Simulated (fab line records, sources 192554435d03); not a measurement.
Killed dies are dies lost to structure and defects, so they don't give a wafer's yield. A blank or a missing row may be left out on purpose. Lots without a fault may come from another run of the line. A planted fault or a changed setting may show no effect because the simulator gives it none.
Chamber matching | flow n5_finfet | N5_FIN_SAQP_MANDREL_ETCH_22 on rie_si-03: 4 sister chambers
The step etches a-Si in HBr/Cl2, stops on SiNx, target depth 60 nm, bt time 10 s, time 30 s. 8 wafers are shown with their chamber, then 8 later ones without.

WAFERS WITH THEIR CHAMBER
wafer  | chamber | drypump_motor_current_A (A) | throttle_valve_pct (%)
L464.5 | 3       | 4.9                         | 35.58
L466.6 | 1       | 5.7                         | 35.74
L474.4 | 0       | 6.0                         | 35.04
L474.6 | 1       | 5.6                         | 35.73
L475.3 | 0       | 6.0                         | 35.03
L475.5 | 3       | 4.9                         | 35.58
L475.6 | 2       | 5.2                         | 35.23
L476.2 | 2       | 5.2                         | 35.27

WAFERS WITHOUT THEIR CHAMBER
wafer  | drypump_motor_current_A (A) | throttle_valve_pct (%)
L476.4 | 4.9                         | 35.57
L476.5 | 5.2                         | 35.25
L477.2 | 4.9                         | 35.61
L477.4 | 5.6                         | 35.73
L477.5 | 4.9                         | 35.56
L481.1 | 5.2                         | 35.24
L481.2 | 4.9                         | 35.59
L481.6 | 5.6                         | 35.72

WHICH CHAMBER EACH WENT THROUGH
wafer  | from the rows above | in truth
L476.4 | 3                   | 3
L476.5 | 2                   | 2
L477.2 | 3                   | 3
L477.4 | 1                   | 1
L477.5 | 3                   | 3
L481.1 | 2                   | 2
L481.2 | 3                   | 3
L481.6 | 1                   | 1
Placed correctly: 8 of 8. Can't be placed from these rows: 0. Placed wrongly: 0.
How it was worked out, from the rows above alone: a wafer's distance from a chamber is the root of the sum, over the readings, of the square of ((its reading less the chamber's mean) divided by the reading's scatter). The wafer belongs to the nearest chamber; if the next one is less than 2 further off, it can't be placed. A chamber's mean is the mean of its shown wafers. The scatter: the root of (the sum of the squares of (reading less its chamber's mean) over the shown wafers, divided by (wafers less chambers)).
